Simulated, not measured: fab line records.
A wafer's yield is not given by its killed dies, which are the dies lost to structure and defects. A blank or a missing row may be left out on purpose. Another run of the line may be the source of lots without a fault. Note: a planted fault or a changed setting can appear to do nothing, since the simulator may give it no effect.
Split-lot experiment / flow n5-finfet / 7 lots, 21 wafers read, on a route of 1938 steps

SPLIT DETAILS
At N5_BEOL_M9_ETCH_66 (etches SOC in N2/H2, target depth 80 nm, overetch 16 nm, time 120 s), the setting time-s was moved away from the recipe's 120 s on 6 of the 21 wafers read, by -19.8% to +11.6%. The other wafers ran this setting at the recipe's value.

Reading taken at the split's own step.

THE READING
SiARC_of_BEOL_M9_COAT_64.thk-nm (the simulator's own value, which no gauge read), in nm, at N5_BEOL_M9_ETCH_66 (etches SOC in N2/H2, target depth 80 nm, overetch 16 nm, time 120 s). No usual value for it is given in the file. Here, 15 wafers ran the recipe; their average is 6.4 nm with a standard deviation of 0.12 nm.

wafer=L074.2; tool, chamber at the split=rie-diel-04, 1,2,1; time-s as run, s=120; against the recipe=recipe; SiARC_of_BEOL_M9_COAT_64.thk-nm, nm=6.4; against lot-mates on the recipe=-
wafer=L074.4; tool, chamber at the split=rie-diel-04, 1,2,1; time-s as run, s=120; against the recipe=recipe; SiARC_of_BEOL_M9_COAT_64.thk-nm, nm=6.4; against lot-mates on the recipe=-
wafer=L074.6; tool, chamber at the split=rie-diel-04, 1,2,1; time-s as run, s=120; against the recipe=recipe; SiARC_of_BEOL_M9_COAT_64.thk-nm, nm=6.4; against lot-mates on the recipe=-
wafer=L078.3; tool, chamber at the split=rie-diel-03, 3; time-s as run, s=120; against the recipe=recipe; SiARC_of_BEOL_M9_COAT_64.thk-nm, nm=6.4; against lot-mates on the recipe=-
wafer=L078.6; tool, chamber at the split=rie-diel-03, 3; time-s as run, s=120; against the recipe=recipe; SiARC_of_BEOL_M9_COAT_64.thk-nm, nm=6.4; against lot-mates on the recipe=-
wafer=L078.5; tool, chamber at the split=rie-diel-03, 2; time-s as run, s=101.4; against the recipe=-15.5%; SiARC_of_BEOL_M9_COAT_64.thk-nm, nm=7.4; against lot-mates on the recipe=+1.0
wafer=L077.3; tool, chamber at the split=rie-diel-01, 0; time-s as run, s=120; against the recipe=recipe; SiARC_of_BEOL_M9_COAT_64.thk-nm, nm=6.4; against lot-mates on the recipe=-
wafer=L077.4; tool, chamber at the split=rie-diel-01, 3; time-s as run, s=120; against the recipe=recipe; SiARC_of_BEOL_M9_COAT_64.thk-nm, nm=6; against lot-mates on the recipe=-
wafer=L077.6; tool, chamber at the split=rie-diel-01, 3; time-s as run, s=120; against the recipe=recipe; SiARC_of_BEOL_M9_COAT_64.thk-nm, nm=6.2; against lot-mates on the recipe=-
wafer=L079.2; tool, chamber at the split=rie-diel-03, 1,2; time-s as run, s=120; against the recipe=recipe; SiARC_of_BEOL_M9_COAT_64.thk-nm, nm=6.4; against lot-mates on the recipe=-
wafer=L079.6; tool, chamber at the split=rie-diel-03, 1,2; time-s as run, s=120; against the recipe=recipe; SiARC_of_BEOL_M9_COAT_64.thk-nm, nm=6.4; against lot-mates on the recipe=-
wafer=L079.5; tool, chamber at the split=rie-diel-03, 1; time-s as run, s=133.9; against the recipe=+11.6%; SiARC_of_BEOL_M9_COAT_64.thk-nm, nm=5.8; against lot-mates on the recipe=-0.6
wafer=L082.2; tool, chamber at the split=rie-diel-03, 2; time-s as run, s=120; against the recipe=recipe; SiARC_of_BEOL_M9_COAT_64.thk-nm, nm=6.4; against lot-mates on the recipe=-
wafer=L082.4; tool, chamber at the split=rie-diel-03, 3; time-s as run, s=97.52; against the recipe=-18.7%; SiARC_of_BEOL_M9_COAT_64.thk-nm, nm=7.4; against lot-mates on the recipe=+0.9
wafer=L082.6; tool, chamber at the split=rie-diel-03, 1; time-s as run, s=120; against the recipe=recipe; SiARC_of_BEOL_M9_COAT_64.thk-nm, nm=6.6; against lot-mates on the recipe=-
wafer=L094.3; tool, chamber at the split=rie-diel-01, 0,1; time-s as run, s=120; against the recipe=recipe; SiARC_of_BEOL_M9_COAT_64.thk-nm, nm=6.4; against lot-mates on the recipe=-
wafer=L094.4; tool, chamber at the split=rie-diel-01, 0,1; time-s as run, s=120; against the recipe=recipe; SiARC_of_BEOL_M9_COAT_64.thk-nm, nm=6.4; against lot-mates on the recipe=-
wafer=L094.6; tool, chamber at the split=rie-diel-01, 0; time-s as run, s=97.71; against the recipe=-18.6%; SiARC_of_BEOL_M9_COAT_64.thk-nm, nm=7.4; against lot-mates on the recipe=+1.0
wafer=L096.1; tool, chamber at the split=rie-diel-03, 1; time-s as run, s=96.23; against the recipe=-19.8%; SiARC_of_BEOL_M9_COAT_64.thk-nm, nm=7.6; against lot-mates on the recipe=+1.2
wafer=L096.2; tool, chamber at the split=rie-diel-03, 0; time-s as run, s=96.23; against the recipe=-19.8%; SiARC_of_BEOL_M9_COAT_64.thk-nm, nm=7.4; against lot-mates on the recipe=+1.0
wafer=L096.6; tool, chamber at the split=rie-diel-03, 3; time-s as run, s=120; against the recipe=recipe; SiARC_of_BEOL_M9_COAT_64.thk-nm, nm=6.4; against lot-mates on the recipe=-
Where a row lists several chambers, the file gives one row for several wafers and doesn't say which wafer went through which chamber.

FIT RESULTS
A straight line over all 21 wafers: SiARC_of_BEOL_M9_COAT_64.thk-nm changes by -0.0565 nm for each +1% of time-s; r = -0.97; the points scatter about the line by 0.12 nm.
The same after taking each lot's own level away (the mean of its wafers on the recipe; 21 wafers): -0.0545 nm for each +1%; r = -0.98; scatter 0.092 nm.
According to that fit, moving time-s by its largest amount changes the reading by 1.1 nm.
Across the lots, their own levels run from 6.20 to 6.50 nm, a range of 2.4 times the standard deviation given above.
The two slopes are in agreement: the lot-to-lot level therefore moves the slope only a little.
Check: for one of the wafers moved furthest among these (-19.8%), held out of the fit, the line's prediction against its lot-mates is +1.05 nm. It came out at +1.2 nm against them.

ADDITIONAL SPLITS CARRIED BY THESE WAFERS
Note: prior to the reading, these wafers also went through further splits. Each is held against what the fit with the lots' levels taken away leaves over:
other split on the same wafers=N5_BEOL_M2_TRENCH_ETCH_37 bias-w; wafers away from the commonest value=7; r with SiARC_of_BEOL_M9_COAT_64.thk-nm (lot level and that fit taken away)=+0.13
other split on the same wafers=N5_BEOL_M4_PECVD_72 temp-c; wafers away from the commonest value=5; r with SiARC_of_BEOL_M9_COAT_64.thk-nm (lot level and that fit taken away)=-0.25
other split on the same wafers=N5_BEOL_M4_COAT_05 spin-rpm; wafers away from the commonest value=6; r with SiARC_of_BEOL_M9_COAT_64.thk-nm (lot level and that fit taken away)=-0.31
other split on the same wafers=N5_BEOL_M5_COAT_71 spin-rpm; wafers away from the commonest value=6; r with SiARC_of_BEOL_M9_COAT_64.thk-nm (lot level and that fit taken away)=+0.08
other split on the same wafers=N5_BEOL_M5_ETCH_41 source-w; wafers away from the commonest value=7; r with SiARC_of_BEOL_M9_COAT_64.thk-nm (lot level and that fit taken away)=+0.25
other split on the same wafers=N5_BEOL_M7_PECVD_70 temp-c; wafers away from the commonest value=6; r with SiARC_of_BEOL_M9_COAT_64.thk-nm (lot level and that fit taken away)=+0.05
other split on the same wafers=N5_BEOL_M8_COAT_05 spin-rpm; wafers away from the commonest value=10; r with SiARC_of_BEOL_M9_COAT_64.thk-nm (lot level and that fit taken away)=+0.13

FILE'S OWN FIT
SiARC_of_BEOL_M9_COAT_64.thk-nm changes by -0.0545 nm for each +1% of time-s, r = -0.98.
